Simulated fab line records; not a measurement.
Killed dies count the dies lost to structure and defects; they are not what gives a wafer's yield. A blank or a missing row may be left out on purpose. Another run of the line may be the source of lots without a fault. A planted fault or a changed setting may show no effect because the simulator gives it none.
What tool caused it? / flow nand-harc / Sampling: 8 lots, 24 wafers, 9 of 1302 route steps

== WHAT THE GAUGES READ, wafer by wafer ==
NHARC_A_ONON_D1_THK_MEAS_02: measures by ellipsometry.
lot=L857; measured=day 10 00:53; on=film-metro-02; thk-nm (nm)=997 997 998
lot=L860; measured=day 11 19:10; on=film-metro-02; thk-nm (nm)=987 986 986
lot=L862; measured=day 12 10:05; on=film-metro-02; thk-nm (nm)=1006 1007 1004
lot=L863; measured=day 12 17:07; on=film-metro-02; thk-nm (nm)=992 993 993
lot=L864; measured=day 13 03:30; on=film-metro-02; thk-nm (nm)=996 995 994
lot=L865; measured=day 13 20:17; on=film-metro-01; thk-nm (nm)=995 993 995
lot=L868; measured=day 15 08:58; on=film-metro-01; thk-nm (nm)=1010 1007 1007
lot=L873; measured=day 17 05:31; on=film-metro-02; thk-nm (nm)=1014 1014 1012

NHARC_A_ONON_D1_THK_MEAS_11: measures by ellipsometry.
lot=L857; measured=day 10 02:35; on=film-metro-01; thk-nm (nm)=1016 1016 1013
lot=L860; measured=day 11 20:51; on=film-metro-02; thk-nm (nm)=1004 1003 1003
lot=L862; measured=day 12 11:47; on=film-metro-02; thk-nm (nm)=996 998 1000
lot=L863; measured=day 12 18:49; on=film-metro-01; thk-nm (nm)=1007 1007 1007
lot=L864; measured=day 13 05:11; on=film-metro-02; thk-nm (nm)=1018 1019 1018
lot=L865; measured=day 13 22:00; on=film-metro-02; thk-nm (nm)=1010 1012 1013
lot=L868; measured=day 15 10:40; on=film-metro-02; thk-nm (nm)=995 996 994
lot=L873; measured=day 17 07:13; on=film-metro-02; thk-nm (nm)=1001 1001 998

NHARC_A_CHANNEL_HOLE_D1_CD_MEAS_10: the cd target is 100 nm.
lot=L857; measured=day 10 17:59; on=cd-sem-03; cd-nm (nm)=100.6 99.7 100.4
lot=L860; measured=day 12 11:39; on=cd-sem-03; cd-nm (nm)=81.9 82.3 83.4
lot=L862; measured=day 13 05:43; on=cd-sem-01; cd-nm (nm)=86.5 86.7 86.9
lot=L863; measured=day 13 05:33; on=cd-sem-01; cd-nm (nm)=101.0 100.3 100.2
lot=L864; measured=day 13 21:47; on=cd-sem-02; cd-nm (nm)=101.3 100.6 100.8
lot=L865; measured=day 14 11:48; on=cd-sem-02; cd-nm (nm)=100.8 99.8 100.0
lot=L868; measured=day 16 00:22; on=cd-sem-01; cd-nm (nm)=99.7 100.5 99.4
lot=L873; measured=day 18 01:17; on=cd-sem-02; cd-nm (nm)=100.5 99.0 100.5

NHARC_A_CHANNEL_HOLE_D1_CD_MEAS_30.
lot=L857; measured=day 11 01:50; on=cd-sem-01; cd-nm (nm)=91.6 90.6 91.1
lot=L860; measured=day 12 18:45; on=cd-sem-03; cd-nm (nm)=70.9 73.2 71.7
lot=L862; measured=day 13 13:13; on=cd-sem-02; cd-nm (nm)=75.1 76.3 76.3
lot=L863; measured=day 13 12:26; on=cd-sem-02; cd-nm (nm)=90.3 91.8 91.0
lot=L864; measured=day 14 04:54; on=cd-sem-01; cd-nm (nm)=90.9 89.2 89.0
lot=L865; measured=day 14 19:12; on=cd-sem-01; cd-nm (nm)=89.6 89.5 90.0
lot=L868; measured=day 16 08:02; on=cd-sem-02; cd-nm (nm)=90.1 92.0 90.3
lot=L873; measured=day 18 10:05; on=cd-sem-01; cd-nm (nm)=89.8 90.5 89.9

NHARC_END_WLT_00.
lot=L857; measured=day 27 11:48; on=prober-01; VT_DECK1_BOTTOM=0.870 0.861 0.863; VT_DECK1_BOTTOM_INNER=0.874 0.860 0.871; VT_DECK1_MEDIAN_NEAR_BOTTOM=0.868 0.863 0.875; VT_DECK1_MEDIAN_NEAR_BOTTOM_INNER=0.870 0.866 0.871; VT_DECK1_MIDDLE=0.882 0.869 0.878; VT_DECK1_MIDDLE_INNER=0.882 0.883 0.886; VT_DECK1_TOP=0.896 0.881 0.890; VT_DECK1_TOP_INNER=0.889 0.886 0.888; VT_DECK2_BOTTOM=0.873 0.880 0.871; VT_DECK2_BOTTOM_INNER=0.877 0.872 0.870; VT_DECK2_MEDIAN_NEAR_BOTTOM=0.879 0.875 0.869; VT_DECK2_MEDIAN_NEAR_BOTTOM_INNER=0.875 0.882 0.876; VT_DECK2_MIDDLE=0.889 0.907 0.892; VT_DECK2_MIDDLE_INNER=0.894 0.896 0.887; VT_DECK2_TOP=0.903 0.899 0.910; VT_DECK2_TOP_INNER=0.903 0.907 0.911
lot=L860; measured=day 28 11:26; on=prober-02; VT_DECK1_BOTTOM=0.799 0.813 0.806; VT_DECK1_BOTTOM_INNER=0.799 0.819 0.796; VT_DECK1_MEDIAN_NEAR_BOTTOM=0.800 0.806 0.801; VT_DECK1_MEDIAN_NEAR_BOTTOM_INNER=0.796 0.811 0.801; VT_DECK1_MIDDLE=0.824 0.833 0.822; VT_DECK1_MIDDLE_INNER=0.822 0.835 0.830; VT_DECK1_TOP=0.842 0.851 0.849; VT_DECK1_TOP_INNER=0.838 0.843 0.845; VT_DECK2_BOTTOM=0.884 0.877 0.880; VT_DECK2_BOTTOM_INNER=0.883 0.873 0.878; VT_DECK2_MEDIAN_NEAR_BOTTOM=0.879 0.883 0.886; VT_DECK2_MEDIAN_NEAR_BOTTOM_INNER=0.882 0.868 0.891; VT_DECK2_MIDDLE=0.895 0.881 0.896; VT_DECK2_MIDDLE_INNER=0.889 0.885 0.900; VT_DECK2_TOP=0.905 0.899 0.903; VT_DECK2_TOP_INNER=0.903 0.903 0.902
lot=L862; measured=day 29 05:32; on=prober-02; VT_DECK1_BOTTOM=0.821 0.841 0.830; VT_DECK1_BOTTOM_INNER=0.826 0.837 0.827; VT_DECK1_MEDIAN_NEAR_BOTTOM=0.832 0.837 0.826; VT_DECK1_MEDIAN_NEAR_BOTTOM_INNER=0.829 0.836 0.829; VT_DECK1_MIDDLE=0.844 0.855 0.859; VT_DECK1_MIDDLE_INNER=0.853 0.850 0.845; VT_DECK1_TOP=0.870 0.866 0.868; VT_DECK1_TOP_INNER=0.874 0.870 0.874; VT_DECK2_BOTTOM=0.888 0.874 0.882; VT_DECK2_BOTTOM_INNER=0.888 0.886 0.882; VT_DECK2_MEDIAN_NEAR_BOTTOM=0.883 0.884 0.885; VT_DECK2_MEDIAN_NEAR_BOTTOM_INNER=0.886 0.887 0.878; VT_DECK2_MIDDLE=0.895 0.898 0.897; VT_DECK2_MIDDLE_INNER=0.895 0.885 0.889; VT_DECK2_TOP=0.902 0.904 0.902; VT_DECK2_TOP_INNER=0.899 0.910 0.900
lot=L863; measured=day 29 05:01; on=prober-01; VT_DECK1_BOTTOM=0.882 0.894 0.887; VT_DECK1_BOTTOM_INNER=0.888 0.876 0.884; VT_DECK1_MEDIAN_NEAR_BOTTOM=0.882 0.885 0.886; VT_DECK1_MEDIAN_NEAR_BOTTOM_INNER=0.880 0.895 0.887; VT_DECK1_MIDDLE=0.899 0.896 0.896; VT_DECK1_MIDDLE_INNER=0.896 0.890 0.892; VT_DECK1_TOP=0.914 0.906 0.905; VT_DECK1_TOP_INNER=0.903 0.911 0.911; VT_DECK2_BOTTOM=0.882 0.885 0.877; VT_DECK2_BOTTOM_INNER=0.877 0.882 0.876; VT_DECK2_MEDIAN_NEAR_BOTTOM=0.878 0.885 0.874; VT_DECK2_MEDIAN_NEAR_BOTTOM_INNER=0.872 0.887 0.878; VT_DECK2_MIDDLE=0.890 0.894 0.896; VT_DECK2_MIDDLE_INNER=0.890 0.892 0.882; VT_DECK2_TOP=0.896 0.895 0.899; VT_DECK2_TOP_INNER=0.899 0.899 0.904
lot=L864; measured=day 29 18:30; on=prober-01; VT_DECK1_BOTTOM=0.877 0.865 0.866; VT_DECK1_BOTTOM_INNER=0.879 0.861 0.870; VT_DECK1_MEDIAN_NEAR_BOTTOM=0.867 0.869 0.866; VT_DECK1_MEDIAN_NEAR_BOTTOM_INNER=0.877 0.876 0.871; VT_DECK1_MIDDLE=0.885 0.887 0.885; VT_DECK1_MIDDLE_INNER=0.884 0.886 0.895; VT_DECK1_TOP=0.904 0.911 0.895; VT_DECK1_TOP_INNER=0.898 0.898 0.899; VT_DECK2_BOTTOM=0.877 0.877 0.882; VT_DECK2_BOTTOM_INNER=0.884 0.881 0.881; VT_DECK2_MEDIAN_NEAR_BOTTOM=0.876 0.883 0.880; VT_DECK2_MEDIAN_NEAR_BOTTOM_INNER=0.882 0.880 0.884; VT_DECK2_MIDDLE=0.893 0.894 0.901; VT_DECK2_MIDDLE_INNER=0.890 0.899 0.896; VT_DECK2_TOP=0.915 0.913 0.904; VT_DECK2_TOP_INNER=0.903 0.905 0.904
lot=L865; measured=day 30 06:17; on=prober-02; VT_DECK1_BOTTOM=0.869 0.872 0.872; VT_DECK1_BOTTOM_INNER=0.874 0.865 0.868; VT_DECK1_MEDIAN_NEAR_BOTTOM=0.875 0.868 0.876; VT_DECK1_MEDIAN_NEAR_BOTTOM_INNER=0.877 0.873 0.872; VT_DECK1_MIDDLE=0.896 0.884 0.887; VT_DECK1_MIDDLE_INNER=0.890 0.885 0.876; VT_DECK1_TOP=0.908 0.890 0.896; VT_DECK1_TOP_INNER=0.893 0.914 0.898; VT_DECK2_BOTTOM=0.887 0.887 0.882; VT_DECK2_BOTTOM_INNER=0.883 0.877 0.876; VT_DECK2_MEDIAN_NEAR_BOTTOM=0.880 0.876 0.886; VT_DECK2_MEDIAN_NEAR_BOTTOM_INNER=0.886 0.876 0.884; VT_DECK2_MIDDLE=0.897 0.894 0.900; VT_DECK2_MIDDLE_INNER=0.897 0.889 0.893; VT_DECK2_TOP=0.908 0.908 0.914; VT_DECK2_TOP_INNER=0.907 0.910 0.907
lot=L868; measured=day 32 10:06; on=prober-01; VT_DECK1_BOTTOM=0.871 0.873 0.868; VT_DECK1_BOTTOM_INNER=0.871 0.877 0.871; VT_DECK1_MEDIAN_NEAR_BOTTOM=0.870 0.869 0.870; VT_DECK1_MEDIAN_NEAR_BOTTOM_INNER=0.872 0.877 0.871; VT_DECK1_MIDDLE=0.877 0.878 0.890; VT_DECK1_MIDDLE_INNER=0.890 0.894 0.886; VT_DECK1_TOP=0.895 0.892 0.900; VT_DECK1_TOP_INNER=0.897 0.896 0.893; VT_DECK2_BOTTOM=0.868 0.869 0.875; VT_DECK2_BOTTOM_INNER=0.870 0.863 0.868; VT_DECK2_MEDIAN_NEAR_BOTTOM=0.871 0.880 0.864; VT_DECK2_MEDIAN_NEAR_BOTTOM_INNER=0.871 0.867 0.871; VT_DECK2_MIDDLE=0.890 0.886 0.880; VT_DECK2_MIDDLE_INNER=0.876 0.885 0.882; VT_DECK2_TOP=0.899 0.895 0.896; VT_DECK2_TOP_INNER=0.892 0.894 0.894
lot=L873; measured=day 33 22:31; on=prober-01; VT_DECK1_BOTTOM=0.867 0.884 0.871; VT_DECK1_BOTTOM_INNER=0.875 0.875 0.880; VT_DECK1_MEDIAN_NEAR_BOTTOM=0.878 0.868 0.882; VT_DECK1_MEDIAN_NEAR_BOTTOM_INNER=0.879 0.874 0.880; VT_DECK1_MIDDLE=0.885 0.883 0.893; VT_DECK1_MIDDLE_INNER=0.885 0.894 0.892; VT_DECK1_TOP=0.898 0.896 0.894; VT_DECK1_TOP_INNER=0.898 0.902 0.899; VT_DECK2_BOTTOM=0.861 0.867 0.864; VT_DECK2_BOTTOM_INNER=0.857 0.860 0.866; VT_DECK2_MEDIAN_NEAR_BOTTOM=0.858 0.860 0.861; VT_DECK2_MEDIAN_NEAR_BOTTOM_INNER=0.863 0.865 0.863; VT_DECK2_MIDDLE=0.871 0.873 0.877; VT_DECK2_MIDDLE_INNER=0.877 0.884 0.878; VT_DECK2_TOP=0.895 0.889 0.891; VT_DECK2_TOP_INNER=0.894 0.889 0.894

NHARC_END_SORT_01.
lot=L860; measured=day 28 14:28; on=prober-02; killed-at-array=369 370 330; killed-at-other=3 5 6; killed-at-periphery=4 0 3; killed-dies=376 375 339; killed-open=2 1 1; killed-short=4 3 1
lot=L862; measured=day 29 08:53; on=prober-02; killed-at-array=124 144 78; killed-at-other=0 0 0; killed-at-periphery=12 3 1; killed-dies=136 147 79; killed-open=3 3 1; killed-short=7 2 3
lot=L863; measured=day 29 08:01; on=prober-01; killed-at-array=19 19 14; killed-at-other=2 0 1; killed-at-periphery=2 4 3; killed-dies=23 23 18; killed-open=4 5 4; killed-short=4 4 1

== EACH LOT AND THE TOOL THAT RAN IT (in order: tool; ch and the chambers of the sampled wafers; start) ==
lot=L857; NHARC_A_CHANNEL_HOLE_D1_EXPOSE_07=arfi-scanner-01 ch 0, day 10 17:51; NHARC_A_CHANNEL_HOLE_D1_DESCUM_15=rie-diel-10 ch 1,2,3, day 10 18:10; NHARC_A_CHANNEL_HOLE_D1_XSEM_31=xsem-01 ch 0, day 11 01:55
lot=L860; NHARC_A_CHANNEL_HOLE_D1_EXPOSE_07=arfi-scanner-01 ch 0, day 12 11:31; NHARC_A_CHANNEL_HOLE_D1_DESCUM_15=rie-diel-04 ch 0,1,2, day 12 11:51; NHARC_A_CHANNEL_HOLE_D1_XSEM_31=xsem-02 ch 0, day 12 18:50
lot=L862; NHARC_A_CHANNEL_HOLE_D1_EXPOSE_07=arfi-scanner-01 ch 0, day 13 05:34; NHARC_A_CHANNEL_HOLE_D1_DESCUM_15=rie-diel-01 ch 1,2,3, day 13 05:54; NHARC_A_CHANNEL_HOLE_D1_XSEM_31=xsem-01 ch 0, day 13 13:18
lot=L863; NHARC_A_CHANNEL_HOLE_D1_EXPOSE_07=arfi-scanner-03 ch 0, day 13 05:25; NHARC_A_CHANNEL_HOLE_D1_DESCUM_15=rie-diel-10 ch 0,2, day 13 05:45; NHARC_A_CHANNEL_HOLE_D1_XSEM_31=xsem-02 ch 0, day 13 12:32
lot=L864; NHARC_A_CHANNEL_HOLE_D1_EXPOSE_07=arfi-scanner-03 ch 0, day 13 21:40; NHARC_A_CHANNEL_HOLE_D1_DESCUM_15=rie-diel-10 ch 0,2,3, day 13 21:59; NHARC_A_CHANNEL_HOLE_D1_XSEM_31=xsem-02 ch 0, day 14 04:59
lot=L865; NHARC_A_CHANNEL_HOLE_D1_EXPOSE_07=arfi-scanner-03 ch 0, day 14 11:40; NHARC_A_CHANNEL_HOLE_D1_DESCUM_15=rie-diel-10 ch 2,3, day 14 11:59; NHARC_A_CHANNEL_HOLE_D1_XSEM_31=xsem-02 ch 0, day 14 19:18
lot=L868; NHARC_A_CHANNEL_HOLE_D1_EXPOSE_07=arfi-scanner-03 ch 0, day 16 00:13; NHARC_A_CHANNEL_HOLE_D1_DESCUM_15=rie-diel-10 ch 0,1,2, day 16 00:49; NHARC_A_CHANNEL_HOLE_D1_XSEM_31=xsem-02 ch 0, day 16 08:07
lot=L873; NHARC_A_CHANNEL_HOLE_D1_EXPOSE_07=arfi-scanner-03 ch 0, day 18 01:08; NHARC_A_CHANNEL_HOLE_D1_DESCUM_15=rie-diel-10 ch 2,3, day 18 01:28; NHARC_A_CHANNEL_HOLE_D1_XSEM_31=xsem-01 ch 0, day 18 10:10
- NHARC_A_CHANNEL_HOLE_D1_EXPOSE_07: exposes mask HOLE D1, target cd 100 nm.
- NHARC_A_CHANNEL_HOLE_D1_DESCUM_15: chemistry O2, time 3 s.
- NHARC_A_CHANNEL_HOLE_D1_XSEM_31

== WHAT THE TOOLS THEMSELVES READ (means of the sampled wafers that have a number; where no wafer has one, the mark that the record gives instead) ==
NHARC_A_CHANNEL_HOLE_D1_EXPOSE_07.
lot=L857; tool=arfi-scanner-01; exposure-dose-mJ-cm2=59.73; focus-offset-nm (nm)=-0.1
lot=L860; tool=arfi-scanner-01; exposure-dose-mJ-cm2=41.19; focus-offset-nm (nm)=0.4
lot=L862; tool=arfi-scanner-01; exposure-dose-mJ-cm2=44.86; focus-offset-nm (nm)=0.1
lot=L863; tool=arfi-scanner-03; exposure-dose-mJ-cm2=59.52; focus-offset-nm (nm)=-0.6
lot=L864; tool=arfi-scanner-03; exposure-dose-mJ-cm2=59.55; focus-offset-nm (nm)=0.4
lot=L865; tool=arfi-scanner-03; exposure-dose-mJ-cm2=59.62; focus-offset-nm (nm)=0.3
lot=L868; tool=arfi-scanner-03; exposure-dose-mJ-cm2=59.52; focus-offset-nm (nm)=0.0
lot=L873; tool=arfi-scanner-03; exposure-dose-mJ-cm2=59.52; focus-offset-nm (nm)=0.1

NHARC_A_CHANNEL_HOLE_D1_DESCUM_15.
lot=L857; tool=rie-diel-10; drypump-motor-current-A (A)=5.4; o2-flow-sccm (sccm)=200.0; oes-product-au (a.u.)=1.012; rf-vpp-V (V)=57.8; showerhead-plenum-p-Torr (Torr)=1.86; throttle-valve-pct (%)=11.309
lot=L860; tool=rie-diel-04; drypump-motor-current-A (A)=5.7; o2-flow-sccm (sccm)=200.8; oes-product-au (a.u.)=0.988; rf-vpp-V (V)=58.1; showerhead-plenum-p-Torr (Torr)=2.01; throttle-valve-pct (%)=11.310
lot=L862; tool=rie-diel-01; drypump-motor-current-A (A)=6.1; o2-flow-sccm (sccm)=200.1; oes-product-au (a.u.)=0.997; rf-vpp-V (V)=57.8; showerhead-plenum-p-Torr (Torr)=1.88; throttle-valve-pct (%)=11.305
lot=L863; tool=rie-diel-10; drypump-motor-current-A (A)=5.4; o2-flow-sccm (sccm)=199.7; oes-product-au (a.u.)=0.994; rf-vpp-V (V)=57.9; showerhead-plenum-p-Torr (Torr)=1.94; throttle-valve-pct (%)=11.311
lot=L864; tool=rie-diel-10; drypump-motor-current-A (A)=5.5; o2-flow-sccm (sccm)=199.9; oes-product-au (a.u.)=0.993; rf-vpp-V (V)=58.0; showerhead-plenum-p-Torr (Torr)=1.90; throttle-valve-pct (%)=11.302
lot=L865; tool=rie-diel-10; drypump-motor-current-A (A)=5.7; o2-flow-sccm (sccm)=199.8; oes-product-au (a.u.)=0.987; rf-vpp-V (V)=56.8; showerhead-plenum-p-Torr (Torr)=1.87; throttle-valve-pct (%)=11.317
lot=L868; tool=rie-diel-10; drypump-motor-current-A (A)=5.4; o2-flow-sccm (sccm)=199.9; oes-product-au (a.u.)=0.997; rf-vpp-V (V)=58.6; showerhead-plenum-p-Torr (Torr)=1.89; throttle-valve-pct (%)=11.323
lot=L873; tool=rie-diel-10; drypump-motor-current-A (A)=5.7; o2-flow-sccm (sccm)=200.8; oes-product-au (a.u.)=0.990; rf-vpp-V (V)=58.1; showerhead-plenum-p-Torr (Torr)=1.86; throttle-valve-pct (%)=11.310

NHARC_A_CHANNEL_HOLE_D1_XSEM_31.
lot=L857; tool=xsem-01; bot-cd-nm (nm)=75.7; bow-nm (nm)=8.66; tilt-deg (degrees)=0.06
lot=L860; tool=xsem-02; bot-cd-nm (nm)=56.6; bow-nm (nm)=8.67; tilt-deg (degrees)=0.06
lot=L862; tool=xsem-01; bot-cd-nm (nm)=60.4; bow-nm (nm)=8.57; tilt-deg (degrees)=0.05
lot=L863; tool=xsem-02; bot-cd-nm (nm)=75.1; bow-nm (nm)=8.86; tilt-deg (degrees)=0.09
lot=L864; tool=xsem-02; bot-cd-nm (nm)=74.6; bow-nm (nm)=8.24; tilt-deg (degrees)=0.06
lot=L865; tool=xsem-02; bot-cd-nm (nm)=74.7; bow-nm (nm)=8.97; tilt-deg (degrees)=0.08
lot=L868; tool=xsem-02; bot-cd-nm (nm)=74.9; bow-nm (nm)=8.47; tilt-deg (degrees)=0.06
lot=L873; tool=xsem-01; bot-cd-nm (nm)=74.8; bow-nm (nm)=8.25; tilt-deg (degrees)=0.05

== THE ANSWER, worked out from the rows above alone ==
Rule: the lots themselves supply what counts as usual. The widest of any qualifying gaps counts: lots, ordered by their means at a reading, are off when they make up no more than a third of the lots, leave a main group of 4 or more, and stand apart from it by 3 or more times the standard deviation of that group's means. Not used: any main group whose means are identical at the precision the tables above print for the reading. Also off: a lot with no number at a reading for which 4 or more lots have one. The other lots that the step has rows for count as sound. First the gauges in route order, then the tools' own readings, where a lot's mean is used as printed above. The first step at which some lot is off is used, and at that step the reading that is off furthest; a lot without a number counts as furthest.
Off at NHARC_A_CHANNEL_HOLE_D1_CD_MEAS_10 (cd-nm): L860, L862. Mean 100.3 nm and standard deviation 0.34 in the main group.
If a tool, at a process step before that reading, ran all the lots that are off and no sound lot after the first of them, it fits. The gauges at NHARC_A_CHANNEL_HOLE_D1_CD_MEAS_10 aren't tried: what is off there is off at NHARC_END_WLT_00 too, on other tools, and a gauge's error can't cause that. One fits: NHARC_A_CHANNEL_HOLE_D1_EXPOSE_07 on arfi-scanner-01. A fault onset in the window from L857 (day 10 17:51, its last sound lot) to L860 (day 12 11:31, its first lot off) fits.
The tool's own readings at NHARC_A_CHANNEL_HOLE_D1_EXPOSE_07 bear it out: on the lots that are off they differ by more than 5 times the standard deviation of the sound lots' means. exposure-dose-mJ-cm2 reads 43.02 there against 59.58 on the sound lots.

== WHAT HAD BEEN PUT IN BY THE SIMULATOR ==
Process parameters drifting: arfi-scanner-01 at NHARC_A_CHANNEL_HOLE_D1_EXPOSE_07, beginning at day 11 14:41. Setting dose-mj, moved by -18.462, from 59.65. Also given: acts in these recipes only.
Shown lots that were struck: L860, L862. The rule above reached the same finding.
